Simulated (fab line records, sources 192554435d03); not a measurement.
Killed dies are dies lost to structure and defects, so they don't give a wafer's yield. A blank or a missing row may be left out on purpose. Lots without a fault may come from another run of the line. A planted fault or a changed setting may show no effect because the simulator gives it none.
A struck lot beside a sound one | flow n5_finfet | 15 steps out of a route of 1938
Sound: wafers L674.2, L674.3, L674.6. Struck: wafers L665.1, L665.6. (L665.5 of the same lot was not struck and is left out.) The cause comes at the end.
At each step with rows: each side's tool, then ch and its chambers, then its first start. Under that, the readings that differ: sound wafers | struck wafers | difference of the means | sigmas: that difference in standard deviations of wafers without a fault.
alike: readings whose means differ by less than 2 such deviations, and words and numbers that are the same on both sides. not compared: withheld readings, readings that some wafer has no value for, bounds like >300 that may hide the same value, and numbers for which the record gives no deviation and whose values overlap.
The two part at a step that has a row with sigmas, a row that says differs or no value, or rows on one side only. Numbers that don't overlap but have no deviation are shown without sigmas and don't part them. A reading that every wafer of one side lacks parts them only if that side has two wafers or more.

first, 1 step without rows for these wafers: N5_BEOL_M11_DEVELOP_27 (develop time 30 s).
N5_BEOL_M11_CD_MEAS_28: target cd 70 nm.
  sound on cd_sem-02 ch 0, day 18 01:16; struck on cd_sem-02 ch 0, day 14 03:59
  alike: cd_nm
N5_BEOL_M11_OVL_MEAS_29:
  sound on overlay-02 ch 0, day 18 01:17; struck on overlay-02 ch 0, day 14 04:01
  alike: V10_OVL
N5_BEOL_M11_INSPECT_30: inspects for defects (brightfield).
  sound on defect_inspect-01, day 18 01:19; struck on defect_inspect-01, day 14 04:02
  alike: raw_defect_count
then, 1 step without rows for these wafers: N5_BEOL_M11_DESCUM_33 (chemistry O2, time 7.9 s).
N5_BEOL_M11_ETCH_65: etches SiARC in CF4, target depth 39 nm, time 65 s.
  sound on rie_diel-02 ch 0,3, day 18 01:23; struck on rie_diel-02 ch 0,1, day 14 04:06
  alike: chamber_pressure_mTorr, drypump_motor_current_A, etch_rf_on_time_s, oes_product_au, rf_vpp_V, showerhead_plenum_p_Torr, throttle_valve_pct
  not compared: rf_hours_counter_h
N5_BEOL_M11_ETCH_66: etches SOC in N2/H2, target depth 120 nm, overetch 24 nm, time 180 s.
  sound on rie_diel-02 ch 0,3, day 18 01:26; struck on rie_diel-02 ch 0,1, day 14 04:09
  alike: chamber_pressure_mTorr, drypump_motor_current_A, h2_flow_sccm, n2_flow_sccm, oes_product_au, rf_vpp_V, showerhead_plenum_p_Torr, throttle_valve_pct
  not compared: rf_hours_counter_h
then, 1 step without rows for these wafers: N5_BEOL_M11_STRIP_69 (strips in N2/H2).
N5_BEOL_M11_VIA_ETCH_34: etches SiCOH lowk in C4F6/O2, target depth 184.5 nm, time 69.2 s.
  sound on rie_diel-02 ch 0,3, day 18 01:33; struck on rie_diel-02 ch 0,1, day 14 04:17
  alike: chamber_pressure_mTorr, drypump_motor_current_A, oes_o_777_au, oes_product_au, rf_vpp_V, showerhead_plenum_p_Torr, throttle_valve_pct
  not compared: rf_hours_counter_h
then, 1 step without rows for these wafers: N5_BEOL_M11_STRIP_73 (strips in C4F6/O2).
N5_BEOL_M11_STRIP_36: strips in N2/H2.
  sound on rie_diel-02 ch 0,3, day 18 01:37; struck on rie_diel-02 ch 0,1, day 14 04:20
  alike: chamber_pressure_mTorr, drypump_motor_current_A, h2_flow_sccm, n2_flow_sccm, oes_product_au, rf_vpp_V, showerhead_plenum_p_Torr, throttle_valve_pct
  not compared: rf_hours_counter_h
then, 1 step without rows for these wafers: N5_BEOL_M11_TRENCH_ETCH_37 (etches SiCOH lowk in C4F6/O2, target depth 148.83 nm, time 48 s).
N5_BEOL_M11_ETCH_41: etches SiCN in CH3F/O2, target depth 42.6 nm, time 86 s.
  sound on rie_diel-02 ch 0,3, day 18 01:42; struck on rie_diel-02 ch 0,1, day 14 04:25
  reading                  | sound             | struck      | difference | sigmas
  oes_product_au (a.u.)    | 0.79 0.84 0.86    | 0.70 0.59   | -0.18      | -2
  model.etch.depth_nm (nm) | 32.88 33.33 33.52 | 25.12 24.71 | -8.33      |
  alike: chamber_pressure_mTorr, drypump_motor_current_A, rf_vpp_V, showerhead_plenum_p_Torr, throttle_valve_pct
  not compared: rf_hours_counter_h
N5_BEOL_M11_STRIP_77: strips in N2/H2, time 10 s.
  sound on rie_diel-02 ch 0,3; struck on rie_diel-02 ch 0,1
  reading             | sound             | struck      | difference | sigmas
  n2_flow_sccm (sccm) | 198.9 199.7 200.4 | 200.6 201.6 | +1.4       | +3
  alike: chamber_pressure_mTorr, drypump_motor_current_A, h2_flow_sccm, oes_product_au, rf_vpp_V, showerhead_plenum_p_Torr, throttle_valve_pct
  not compared: rf_hours_counter_h
-- the record jumps here: 2 days lie between the struck wafers' starts before and after (it left off in module BEOL_M11 and takes up again in module PASSIVATION, whose first step shown is number 1936 of the route) --
N5_PASSIVATION_PROBE_49:
  sound on prober-01, day 19 21:18; struck on prober-02, day 16 10:04
  reading      | sound    | struck | difference | sigmas
  killed_short | 33 61 37 | 36 16  | -18        | -2
  alike: defect_limited_yield, killed_at_M0_to_M3, killed_at_M4_up, killed_at_contacts, killed_at_front_end, killed_at_other, killed_dies, killed_on_rim, killed_open, sort_bin_5_function, sort_bin_6_memory, sort_n_pass, sort_yield_pct

WHERE THEY PART
First at N5_BEOL_M11_ETCH_41; last, within this record, at N5_PASSIVATION_PROBE_49.

WHY: what the simulator had put in
Process parameter drift: rie_diel-02, from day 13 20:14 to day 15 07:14, at N5_BEOL_M11_ETCH_41. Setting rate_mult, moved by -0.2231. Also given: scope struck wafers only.
